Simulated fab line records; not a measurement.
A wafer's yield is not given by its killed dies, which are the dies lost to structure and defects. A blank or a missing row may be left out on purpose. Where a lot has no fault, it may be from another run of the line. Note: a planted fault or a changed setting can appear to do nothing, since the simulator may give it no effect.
fab line records / flow n5_finfet
record: lots: 5 wafers: 15 last_day: 16
route steps=1938 shown MOL_CONTACT_COAG@597 BEOL_M4@1111 PASSIVATION@1936
lots untouched by any fault: they come from a run of this same line in which no faults occurred
start_h: hours from the record's opening day to when the first of the lot's shown wafers began / wait_h: how many hours have passed since the lot's step before this one / " as in the row above / L1.1+2: several wafers, shown together as one row / - no value, or no start was given / * or withheld: withheld / < > ~ a bound
route shown NAME@n: a module of which the file shows steps, and the number in the route of the first / usual: mean/standard deviation of fault-free wafers / same: alike in all rows / chamber/n: place in a boat / sites: readings site by site / _std_site: their standard deviation / _edge_site: the outer-site mean with the inner-site mean subtracted / radius_mm: how far each site lies from the wafer's centre / mask NAME#n: copy n / behind: the most recent tool/chamber to have shaped the wafer / hold: the reason the lot was held/the length of the hold in hours/how it ended / device: which transistor (n, p or np) failed to switch / end of line: at the end of the route, the tests of the same wafers / a step without rows: its recipe alone / killed: the dies lost at the first sort to structure and to defects; this is not the yield of the wafer / map: dies across one wafer; x = killed, . = not, _ = none there
set.NAME: the setting the step ran with; set.NAME@STEP: the setting that earlier step ran with / model.NAME: the simulator's own value behind a step, which no gauge read
lots at selected steps of the route; one table per step, one row per wafer
services: when a tool's chamber went out of use (start_h, in hours from the record's first day, below 0 if earlier), for how many hours, and the reason
== steps ==
step: N5_MOL_CONTACT_COAG_EBR_36
recipe: solvent: PGMEA ebr_width_mm: 1.5
step: N5_MOL_CONTACT_COAG_SOFTBAKE_35
recipe: temp_c: 110 time_s: 60 resist: CAR-EUV
step: N5_MOL_CONTACT_COAG_EXPOSE_37
recipe: mask_id: VD na: 0.33 source_shape: annular sigma_inner: 0.3 sigma_outer: 0.7 polarization: unpolarized defocus_nm: 0 dose_mj: 62
step: N5_MOL_CONTACT_COAG_PEB_38
recipe: peb_temp_c: 100 peb_time_s: 60 resist: CAR-EUV
step: N5_MOL_CONTACT_COAG_DEVELOP_39
recipe: develop_time_s: 30 developer: TMAH resist: CAR-EUV rinse_liquid: surfactant_rinse dry: air_spin dev_temp_c: 23
step: N5_MOL_CONTACT_COAG_DESCUM_45
recipe: chemistry: O2 time_s: 7 source_power_w: 50 bias_power_w: 20 pressure_mtorr: 20 rf_frequency_hz: 2.712e+07 temp_c: 40 resist: CAR-EUV o2_flow_sccm: 225
step: N5_MOL_CONTACT_COAG_ETCH_65
recipe: chemistry: N2/H2 target: underlayer target_depth_a: 130 mask_material: CAR-EUV time_s: 10.4 ion_energy_ev: 200 pressure_mtorr: 30 source_w: 840 bias_w: 150 n2_flow_sccm: 200 h2_flow_sccm: 200 ends: cleared
step: N5_MOL_CONTACT_COAG_ETCH_66
recipe: chemistry: CF4 target: SiARC target_depth_a: 130 mask_material: CAR-EUV time_s: 21.7 ion_energy_ev: 80 pressure_mtorr: 40 source_w: 545 bias_w: 36 Ar_flow_sccm: 100 cf4_flow_sccm: 100 ends: cleared
step: N5_MOL_CONTACT_COAG_ALD_133
recipe: material: SiO2 target_thk_a: 50 temp_c: 100 ald_precursor_family: BDEAS ald_co_reactant: O2-plasma pulse_time_s: 1 co_reactant_pulse_time_s: 1 purge_time_s: 2 co_reactant_purge_time_s: 2 ald_cycles: 35 pressure_torr: 2
step: N5_MOL_CONTACT_COAG_ETCHBACK_134
recipe: chemistry: CHF3 target: SiO2 target_depth_a: 100 time_s: 6.7 ion_energy_ev: 200 pressure_mtorr: 30 source_w: 610 bias_w: 170 Ar_flow_sccm: 200 CHF3_flow_sccm: 50
usual: drypump_motor_current_A: 5.7/0.59 oes_product_au: 0.74/0.05 rf_fwd_power_W: 603.2/2.8 rf_vpp_V: 529/11 showerhead_plenum_p_Torr: 2.36/0.085 throttle_valve_pct: 18.8/0.31
lot.wafer=L116.1 tool=rie_diel-06 chamber=1 start_h=119.45 wait_h=0.1 drypump_motor_current_A=5.5 oes_product_au=0.73 rf_fwd_power_W=606.4 rf_hours_counter_h=164 rf_vpp_V=542 showerhead_plenum_p_Torr=2.28 throttle_valve_pct=19.1 model.CAR-EUV_of_MOL_CONTACT_COAG_COAT_34.thk_nm=15.6
lot.wafer=L116.2 tool=rie_diel-06 chamber=2 start_h=119.45 wait_h=0.1 drypump_motor_current_A=4.9 oes_product_au=0.69 rf_fwd_power_W=605.8 rf_hours_counter_h=188 rf_vpp_V=534 showerhead_plenum_p_Torr=2.47 throttle_valve_pct=19.2 model.CAR-EUV_of_MOL_CONTACT_COAG_COAT_34.thk_nm=15.4
lot.wafer=L116.5 tool=rie_diel-06 chamber=2 start_h=119.45 wait_h=0.1 drypump_motor_current_A=4.9 oes_product_au=0.70 rf_fwd_power_W=604.2 rf_hours_counter_h=- rf_vpp_V=533 showerhead_plenum_p_Torr=2.47 throttle_valve_pct=19.2 model.CAR-EUV_of_MOL_CONTACT_COAG_COAT_34.thk_nm=15.8
lot.wafer=L121.3 tool=rie_diel-06 chamber=3 start_h=157.81 wait_h=0.2 drypump_motor_current_A=5.0 oes_product_au=0.97 rf_fwd_power_W=602.8 rf_hours_counter_h=172 rf_vpp_V=526 showerhead_plenum_p_Torr=2.28 throttle_valve_pct=18.4 model.CAR-EUV_of_MOL_CONTACT_COAG_COAT_34.thk_nm=14.6
lot.wafer=L121.4 tool=rie_diel-06 chamber=2 start_h=157.81 wait_h=0.2 drypump_motor_current_A=4.9 oes_product_au=0.90 rf_fwd_power_W=603.0 rf_hours_counter_h=204 rf_vpp_V=534 showerhead_plenum_p_Torr=2.46 throttle_valve_pct=19.3 model.CAR-EUV_of_MOL_CONTACT_COAG_COAT_34.thk_nm=14.6
lot.wafer=L121.5 tool=rie_diel-06 chamber=3 start_h=157.81 wait_h=0.2 drypump_motor_current_A=5.0 oes_product_au=0.97 rf_fwd_power_W=603.6 rf_hours_counter_h=- rf_vpp_V=525 showerhead_plenum_p_Torr=2.28 throttle_valve_pct=18.4 model.CAR-EUV_of_MOL_CONTACT_COAG_COAT_34.thk_nm=14.6
lot.wafer=L126.1 tool=rie_diel-06 chamber=3 start_h=181.74 wait_h=0.1 drypump_motor_current_A=5.0 oes_product_au=0.95 rf_fwd_power_W=602.4 rf_hours_counter_h=181 rf_vpp_V=527 showerhead_plenum_p_Torr=2.28 throttle_valve_pct=18.4 model.CAR-EUV_of_MOL_CONTACT_COAG_COAT_34.thk_nm=14.8
lot.wafer=L126.2 tool=rie_diel-06 chamber=2 start_h=181.74 wait_h=0.1 drypump_motor_current_A=4.9 oes_product_au=0.89 rf_fwd_power_W=605.9 rf_hours_counter_h=214 rf_vpp_V=533 showerhead_plenum_p_Torr=2.46 throttle_valve_pct=19.3 model.CAR-EUV_of_MOL_CONTACT_COAG_COAT_34.thk_nm=14.8
lot.wafer=L126.5 tool=rie_diel-06 chamber=2 start_h=181.74 wait_h=0.1 drypump_motor_current_A=4.9 oes_product_au=0.89 rf_fwd_power_W=602.9 rf_hours_counter_h=- rf_vpp_V=532 showerhead_plenum_p_Torr=2.46 throttle_valve_pct=19.3 model.CAR-EUV_of_MOL_CONTACT_COAG_COAT_34.thk_nm=14.8
lot.wafer=L128.1 tool=rie_diel-06 chamber=3 start_h=193.13 wait_h=0.1 drypump_motor_current_A=5.0 oes_product_au=0.95 rf_fwd_power_W=600.4 rf_hours_counter_h=184 rf_vpp_V=526 showerhead_plenum_p_Torr=2.28 throttle_valve_pct=18.4 model.CAR-EUV_of_MOL_CONTACT_COAG_COAT_34.thk_nm=14.8
lot.wafer=L128.2 tool=rie_diel-06 chamber=0 start_h=193.13 wait_h=0.1 drypump_motor_current_A=5.8 oes_product_au=0.92 rf_fwd_power_W=605.3 rf_hours_counter_h=220 rf_vpp_V=508 showerhead_plenum_p_Torr=2.25 throttle_valve_pct=19.0 model.CAR-EUV_of_MOL_CONTACT_COAG_COAT_34.thk_nm=14.8
lot.wafer=L128.3 tool=rie_diel-06 chamber=2 start_h=193.13 wait_h=0.1 drypump_motor_current_A=4.9 oes_product_au=0.90 rf_fwd_power_W=603.3 rf_hours_counter_h=217 rf_vpp_V=534 showerhead_plenum_p_Torr=2.46 throttle_valve_pct=19.3 model.CAR-EUV_of_MOL_CONTACT_COAG_COAT_34.thk_nm=15
lot.wafer=L130.4 tool=rie_diel-02 chamber=0 start_h=207.14 wait_h=0.0 drypump_motor_current_A=5.7 oes_product_au=0.77 rf_fwd_power_W=604.4 rf_hours_counter_h=157 rf_vpp_V=544 showerhead_plenum_p_Torr=2.37 throttle_valve_pct=18.8 model.CAR-EUV_of_MOL_CONTACT_COAG_COAT_34.thk_nm=15.4
lot.wafer=L130.5 tool=rie_diel-02 chamber=1 start_h=207.14 wait_h=0.0 drypump_motor_current_A=6.7 oes_product_au=0.81 rf_fwd_power_W=602.0 rf_hours_counter_h=- rf_vpp_V=515 showerhead_plenum_p_Torr=2.52 throttle_valve_pct=18.5 model.CAR-EUV_of_MOL_CONTACT_COAG_COAT_34.thk_nm=15.6
lot.wafer=L130.6 tool=rie_diel-02 chamber=0 start_h=207.14 wait_h=0.0 drypump_motor_current_A=5.7 oes_product_au=0.78 rf_fwd_power_W=604.6 rf_hours_counter_h=- rf_vpp_V=543 showerhead_plenum_p_Torr=2.37 throttle_valve_pct=18.8 model.CAR-EUV_of_MOL_CONTACT_COAG_COAT_34.thk_nm=15.4
step: N5_MOL_CONTACT_COAG_ETCH_67
recipe: chemistry: N2/H2 target: SOC target_depth_a: 600 overetch_a: 210 mask_material: SiARC temp_c: 40 time_s: 101.2 ion_energy_ev: 200 pressure_mtorr: 30 source_w: 840 bias_w: 150 n2_flow_sccm: 200 h2_flow_sccm: 200
step: N5_BEOL_M4_RC_MEAS_101
usual: DIBL_N: 36.3/2 DIBL_P: 36.3/2.4 IOFF_N: 0.16/0.034 IOFF_P: 0.21/0.035 ION_N: 672/12 ION_P: 459/6.5 SS_N: 71.6/0.67 SS_P: 73.3/0.71 VT_N: 250/3.5 VT_P: -251/3
lot.wafer=L116.1 tool=prober-02 chamber=0 start_h=184.66 wait_h=0.0 DIBL_N[mV/V]=33.2 DIBL_P[mV/V]=31.9 IOFF_N[nA/um]=0.11 IOFF_P[nA/um]=0.14 ION_N[uA/um]=658 ION_P[uA/um]=449 SS_N[mV/dec]=70.6 SS_P[mV/dec]=71.5 VT_N[mV]=254 VT_P[mV]=-256
lot.wafer=L116.2 tool=prober-02 chamber=0 start_h=184.66 wait_h=0.0 DIBL_N[mV/V]=32.4 DIBL_P[mV/V]=31.4 IOFF_N[nA/um]=0.10 IOFF_P[nA/um]=0.14 ION_N[uA/um]=661 ION_P[uA/um]=463 SS_N[mV/dec]=70.6 SS_P[mV/dec]=72.0 VT_N[mV]=255 VT_P[mV]=-257
lot.wafer=L116.5 tool=prober-02 chamber=0 start_h=184.66 wait_h=0.0 DIBL_N[mV/V]=34.3 DIBL_P[mV/V]=33.2 IOFF_N[nA/um]=0.13 IOFF_P[nA/um]=0.16 ION_N[uA/um]=681 ION_P[uA/um]=466 SS_N[mV/dec]=71.1 SS_P[mV/dec]=72.6 VT_N[mV]=254 VT_P[mV]=-253
lot.wafer=L121.3 tool=prober-02 chamber=0 start_h=254.00 wait_h=0.3 DIBL_N[mV/V]=35.8 DIBL_P[mV/V]=35.0 IOFF_N[nA/um]=0.13 IOFF_P[nA/um]=0.22 ION_N[uA/um]=651 ION_P[uA/um]=452 SS_N[mV/dec]=71.9 SS_P[mV/dec]=73.3 VT_N[mV]=253 VT_P[mV]=-246
lot.wafer=L121.4 tool=prober-02 chamber=0 start_h=254.00 wait_h=0.3 DIBL_N[mV/V]=36.7 DIBL_P[mV/V]=36.4 IOFF_N[nA/um]=0.16 IOFF_P[nA/um]=0.24 ION_N[uA/um]=664 ION_P[uA/um]=466 SS_N[mV/dec]=71.2 SS_P[mV/dec]=73.9 VT_N[mV]=252 VT_P[mV]=-246
lot.wafer=L121.5 tool=prober-02 chamber=0 start_h=254.00 wait_h=0.3 DIBL_N[mV/V]=36.9 DIBL_P[mV/V]=36.1 IOFF_N[nA/um]=0.16 IOFF_P[nA/um]=0.24 ION_N[uA/um]=669 ION_P[uA/um]=463 SS_N[mV/dec]=72.0 SS_P[mV/dec]=73.8 VT_N[mV]=250 VT_P[mV]=-247
lot.wafer=L126.1 tool=prober-01 chamber=0 start_h=261.26 wait_h=0.0 DIBL_N[mV/V]=39.2 DIBL_P[mV/V]=41.3 IOFF_N[nA/um]=0.21 IOFF_P[nA/um]=0.29 ION_N[uA/um]=671 ION_P[uA/um]=462 SS_N[mV/dec]=72.9 SS_P[mV/dec]=74.2 VT_N[mV]=249 VT_P[mV]=-248
lot.wafer=L126.2 tool=prober-01 chamber=0 start_h=261.26 wait_h=0.0 DIBL_N[mV/V]=38.7 DIBL_P[mV/V]=40.3 IOFF_N[nA/um]=0.22 IOFF_P[nA/um]=0.28 ION_N[uA/um]=682 ION_P[uA/um]=465 SS_N[mV/dec]=73.0 SS_P[mV/dec]=75.1 VT_N[mV]=249 VT_P[mV]=-242
lot.wafer=L126.5 tool=prober-01 chamber=0 start_h=261.26 wait_h=0.0 DIBL_N[mV/V]=36.1 DIBL_P[mV/V]=38.5 IOFF_N[nA/um]=0.17 IOFF_P[nA/um]=0.24 ION_N[uA/um]=670 ION_P[uA/um]=455 SS_N[mV/dec]=72.0 SS_P[mV/dec]=75.0 VT_N[mV]=253 VT_P[mV]=-247
lot.wafer=L128.1 tool=prober-01 chamber=0 start_h=286.38 wait_h=0.0 DIBL_N[mV/V]=35.8 DIBL_P[mV/V]=36.9 IOFF_N[nA/um]=0.16 IOFF_P[nA/um]=0.23 ION_N[uA/um]=665 ION_P[uA/um]=459 SS_N[mV/dec]=71.2 SS_P[mV/dec]=72.6 VT_N[mV]=248 VT_P[mV]=-249
lot.wafer=L128.2 tool=prober-01 chamber=0 start_h=286.38 wait_h=0.0 DIBL_N[mV/V]=35.9 DIBL_P[mV/V]=35.9 IOFF_N[nA/um]=0.16 IOFF_P[nA/um]=0.22 ION_N[uA/um]=663 ION_P[uA/um]=457 SS_N[mV/dec]=72.1 SS_P[mV/dec]=73.2 VT_N[mV]=247 VT_P[mV]=-246
lot.wafer=L128.3 tool=prober-01 chamber=0 start_h=286.38 wait_h=0.0 DIBL_N[mV/V]=37.4 DIBL_P[mV/V]=37.9 IOFF_N[nA/um]=0.19 IOFF_P[nA/um]=0.26 ION_N[uA/um]=681 ION_P[uA/um]=467 SS_N[mV/dec]=72.0 SS_P[mV/dec]=73.2 VT_N[mV]=247 VT_P[mV]=-247
lot.wafer=L130.4 tool=prober-02 chamber=0 start_h=293.75 wait_h=0.5 DIBL_N[mV/V]=39.2 DIBL_P[mV/V]=39.7 IOFF_N[nA/um]=0.19 IOFF_P[nA/um]=0.25 ION_N[uA/um]=688 ION_P[uA/um]=469 SS_N[mV/dec]=72.0 SS_P[mV/dec]=74.3 VT_N[mV]=246 VT_P[mV]=-248
lot.wafer=L130.5 tool=prober-02 chamber=0 start_h=293.75 wait_h=0.5 DIBL_N[mV/V]=39.5 DIBL_P[mV/V]=39.5 IOFF_N[nA/um]=0.21 IOFF_P[nA/um]=0.25 ION_N[uA/um]=688 ION_P[uA/um]=467 SS_N[mV/dec]=72.1 SS_P[mV/dec]=73.6 VT_N[mV]=247 VT_P[mV]=-248
lot.wafer=L130.6 tool=prober-02 chamber=0 start_h=293.75 wait_h=0.5 DIBL_N[mV/V]=38.6 DIBL_P[mV/V]=39.2 IOFF_N[nA/um]=0.18 IOFF_P[nA/um]=0.24 ION_N[uA/um]=676 ION_P[uA/um]=461 SS_N[mV/dec]=71.6 SS_P[mV/dec]=73.6 VT_N[mV]=247 VT_P[mV]=-246
step: N5_PASSIVATION_PROBE_49
usual: defect_limited_yield: 91.4/1.5 killed_at_M0_to_M3: 33/11 killed_at_M4_up: 14/5.3 killed_at_contacts: 13/6.2 killed_at_front_end: 39/13 killed_at_other: 3.1/2.8 killed_dies: 102/17 killed_open: 68/13 killed_short: 32/7.8 sort_bin_5_function: 5.1/0.95 sort_bin_6_memory: 3.2/0.7 sort_n_pass: 1078/18 sort_yield_pct: 91.3/1.5
same: gross_dies: 1180 killed_at_back_side: 0 sort_bin_4_leakage[%]: 0 sort_bin_8_speed[%]: 0
lot.wafer=L116.1 tool=prober-02 chamber=- start_h=285.02 wait_h=0.0 defect_limited_yield[%]=89.7 killed_at_M0_to_M3=50 killed_at_M4_up=17 killed_at_contacts=7 killed_at_front_end=46 killed_at_other=1 killed_dies=121 killed_open=87 killed_short=25 sort_bin_5_function[%]=5.6 sort_bin_6_memory[%]=3.8 sort_n_pass=1059 sort_yield_pct[%]=89.7
lot.wafer=L116.2 tool=prober-02 chamber=- start_h=285.07 wait_h=0.1 defect_limited_yield[%]=91.1 killed_at_M0_to_M3=40 killed_at_M4_up=20 killed_at_contacts=10 killed_at_front_end=33 killed_at_other=2 killed_dies=105 killed_open=82 killed_short=23 sort_bin_5_function[%]=4.9 sort_bin_6_memory[%]=3.6 sort_n_pass=1075 sort_yield_pct[%]=91.1
lot.wafer=L116.5 tool=prober-02 chamber=- start_h=285.22 wait_h=0.2 defect_limited_yield[%]=93.4 killed_at_M0_to_M3=25 killed_at_M4_up=15 killed_at_contacts=8 killed_at_front_end=27 killed_at_other=3 killed_dies=78 killed_open=58 killed_short=19 sort_bin_5_function[%]=3.8 sort_bin_6_memory[%]=2.7 sort_n_pass=1102 sort_yield_pct[%]=93.4
lot.wafer=L121.3 tool=prober-02 chamber=- start_h=357.97 wait_h=0.1 defect_limited_yield[%]=89.3 killed_at_M0_to_M3=56 killed_at_M4_up=15 killed_at_contacts=22 killed_at_front_end=31 killed_at_other=2 killed_dies=126 killed_open=88 killed_short=36 sort_bin_5_function[%]=6.3 sort_bin_6_memory[%]=4.2 sort_n_pass=1054 sort_yield_pct[%]=89.3
lot.wafer=L121.4 tool=prober-02 chamber=- start_h=358.02 wait_h=0.2 defect_limited_yield[%]=90.4 killed_at_M0_to_M3=39 killed_at_M4_up=7 killed_at_contacts=14 killed_at_front_end=50 killed_at_other=3 killed_dies=113 killed_open=83 killed_short=30 sort_bin_5_function[%]=5.5 sort_bin_6_memory[%]=3.9 sort_n_pass=1067 sort_yield_pct[%]=90.4
lot.wafer=L121.5 tool=prober-02 chamber=- start_h=358.07 wait_h=0.2 defect_limited_yield[%]=89.6 killed_at_M0_to_M3=40 killed_at_M4_up=13 killed_at_contacts=15 killed_at_front_end=48 killed_at_other=7 killed_dies=123 killed_open=87 killed_short=34 sort_bin_5_function[%]=6.4 sort_bin_6_memory[%]=3.8 sort_n_pass=1057 sort_yield_pct[%]=89.6
lot.wafer=L126.1 tool=prober-01 chamber=- start_h=373.06 wait_h=0.0 defect_limited_yield[%]=89.7 killed_at_M0_to_M3=15 killed_at_M4_up=16 killed_at_contacts=17 killed_at_front_end=73 killed_at_other=1 killed_dies=122 killed_open=81 killed_short=41 sort_bin_5_function[%]=5.9 sort_bin_6_memory[%]=4.0 sort_n_pass=1058 sort_yield_pct[%]=89.7
lot.wafer=L126.5 tool=prober-01 chamber=- start_h=373.26 wait_h=0.2 defect_limited_yield[%]=90.2 killed_at_M0_to_M3=31 killed_at_M4_up=12 killed_at_contacts=23 killed_at_front_end=40 killed_at_other=10 killed_dies=116 killed_open=77 killed_short=38 sort_bin_5_function[%]=5.8 sort_bin_6_memory[%]=3.4 sort_n_pass=1064 sort_yield_pct[%]=90.2
lot.wafer=L128.1 tool=prober-02 chamber=- start_h=388.63 wait_h=0.0 defect_limited_yield[%]=92.8 killed_at_M0_to_M3=25 killed_at_M4_up=5 killed_at_contacts=21 killed_at_front_end=33 killed_at_other=1 killed_dies=85 killed_open=60 killed_short=25 sort_bin_5_function[%]=3.6 sort_bin_6_memory[%]=3.4 sort_n_pass=1095 sort_yield_pct[%]=92.8
lot.wafer=L128.2 tool=prober-02 chamber=- start_h=388.68 wait_h=0.1 defect_limited_yield[%]=90.2 killed_at_M0_to_M3=37 killed_at_M4_up=15 killed_at_contacts=34 killed_at_front_end=27 killed_at_other=3 killed_dies=116 killed_open=68 killed_short=43 sort_bin_5_function[%]=5.1 sort_bin_6_memory[%]=4.2 sort_n_pass=1064 sort_yield_pct[%]=90.2
lot.wafer=L128.3 tool=prober-02 chamber=- start_h=388.73 wait_h=0.1 defect_limited_yield[%]=89.9 killed_at_M0_to_M3=47 killed_at_M4_up=8 killed_at_contacts=14 killed_at_front_end=48 killed_at_other=2 killed_dies=119 killed_open=71 killed_short=42 sort_bin_5_function[%]=5.9 sort_bin_6_memory[%]=3.5 sort_n_pass=1061 sort_yield_pct[%]=89.9
killed by level:class
L116.1 BEOL_M3:geometric_particle:open=18 FIN_SAQP:geometric_particle:open=12 BEOL_M2:geometric_particle:open=8 BEOL_M4:geometric_particle:open=8 HKMG_FIN:area_etch=8 STI_FIN_REVEAL:geometric_particle:open=7 MOL_CONTACT_COAG:geometric_particle:open=6 BEOL_M1:geometric_particle:open=6
L116.2 BEOL_M3:geometric_particle:open=14 BEOL_M4:geometric_particle:open=14 FIN_SAQP:geometric_particle:short=9 BEOL_M0_SAQP:geometric_particle:open=9 FIN_SAQP:geometric_particle:open=7 BEOL_M1:geometric_particle:open=7 MOL_CONTACT_COAG:geometric_particle:open=7 STI_FIN_REVEAL:geometric_particle:open=5
L116.5 STI_FIN_REVEAL:geometric_particle:open=8 MOL_CONTACT_COAG:geometric_particle:open=8 BEOL_M4:geometric_particle:open=8 BEOL_M2:geometric_particle:open=5 BEOL_M3:geometric_particle:open=5 BEOL_M0_SAQP:geometric_particle:open=4 FIN_SAQP:geometric_particle:short=3 DUMMY_GATE:geometric_particle:open=3
L121.3 MOL_CONTACT_COAG:geometric_particle:open=19 BEOL_M1:geometric_particle:open=14 BEOL_M0_SAQP:geometric_particle:short=13 BEOL_M0_SAQP:geometric_particle:open=13 STI_FIN_REVEAL:geometric_particle:open=9 BEOL_M4:geometric_particle:open=8 FIN_SAQP:geometric_particle:short=5 BEOL_M1:geometric_particle:short=5
L121.4 STI_FIN_REVEAL:geometric_particle:open=20 MOL_CONTACT_COAG:geometric_particle:open=12 BEOL_M0_SAQP:geometric_particle:open=10 BEOL_M0_SAQP:geometric_particle:short=9 BEOL_M1:geometric_particle:open=7 FIN_SAQP:geometric_particle:open=6 FIN_SAQP:geometric_particle:short=5 DUMMY_GATE:geometric_particle:open=5
L121.5 STI_FIN_REVEAL:geometric_particle:open=24 BEOL_M1:geometric_particle:open=17 MOL_CONTACT_COAG:geometric_particle:open=12 DUMMY_GATE:geometric_particle:open=7 BEOL_M0_SAQP:geometric_particle:open=6 BEOL_M4:geometric_particle:open=6 BEOL_M0_SAQP:geometric_particle:short=5 BEOL_M4:geometric_particle:short=5
L126.1 STI_FIN_REVEAL:geometric_particle:open=28 MOL_CONTACT_COAG:geometric_particle:open=12 GATE_CUT:geometric_particle:short=10 GATE_CUT:geometric_particle:open=7 FIN_SAQP:geometric_particle:short=5 FIN_SAQP:geometric_particle:open=5 STI_FIN_REVEAL:geometric_particle:short=5 MOL_CONTACT_COAG:geometric_particle:short=5
L126.5 MOL_CONTACT_COAG:geometric_particle:open=15 STI_FIN_REVEAL:geometric_particle:open=11 BEOL_M2:geometric_particle:open=10 MOL_CONTACT_COAG:geometric_particle:short=8 BEOL_M3:geometric_particle:open=8 BEOL_M4:geometric_particle:open=8 GATE_CUT:geometric_particle:short=6 FIN_SAQP:geometric_particle:short=5
L128.1 MOL_CONTACT_COAG:geometric_particle:open=15 FIN_SAQP:geometric_particle:open=8 GATE_CUT:geometric_particle:open=7 BEOL_M2:geometric_particle:open=7 GATE_CUT:geometric_particle:short=6 MOL_CONTACT_COAG:geometric_particle:short=6 BEOL_M0_SAQP:geometric_particle:short=6 BEOL_M0_SAQP:geometric_particle:open=5
L128.2 MOL_CONTACT_COAG:geometric_particle:open=30 BEOL_M0_SAQP:geometric_particle:short=15 BEOL_M0_SAQP:geometric_particle:open=8 BEOL_M2:geometric_particle:open=8 BEOL_M4:geometric_particle:short=5 STI_FIN_REVEAL:geometric_particle:open=4 GATE_CUT:geometric_particle:short=4 MOL_CONTACT_COAG:geometric_particle:short=4
L128.3 BEOL_M0_SAQP:geometric_particle:short=12 GATE_CUT:geometric_particle:short=10 MOL_CONTACT_COAG:geometric_particle:open=10 BEOL_M2:geometric_particle:open=10 GATE_CUT:geometric_particle:open=9 BEOL_M1:geometric_particle:open=9 FIN_SAQP:geometric_particle:open=8 FIN_SAQP:geometric_particle:short=6
== services ==
tool=rie_diel-02 chamber=1 start_h=96.54 hours=4.5 kind=repair
tool=rie_diel-06 chamber=2 start_h=122.85 hours=3.9 kind=repair
tool=rie_diel-06 chamber=0 start_h=138.95 hours=18.3 kind=repair
== key ==
first_sign: step: N5_MOL_CONTACT_COAG_ETCHBACK_134 reading: oes_product_au direction: up sigmas: 3.8 usual: 0.74 struck: 0.93
effect none on later readings
model_effect: step: N5_MOL_CONTACT_COAG_ETCHBACK_134 value: CAR-EUV_of_MOL_CONTACT_COAG_COAT_34.thk_nm without: 15.49 struck: 14.76
met_at N5_MOL_CONTACT_COAG_ETCHBACK_134
struck_wafers L121.3,L121.4,L121.5,L126.1,L126.2,L126.5,L128.1,L128.2,L128.3
onset_between 119.45 157.81
fault: kind: process_parameter_drift tool: rie_diel-06 chamber: - onset_h: 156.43 steps: N5_MOL_CONTACT_COAG_ETCHBACK_134 channel: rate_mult offset: 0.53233 shape: step end_h: 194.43
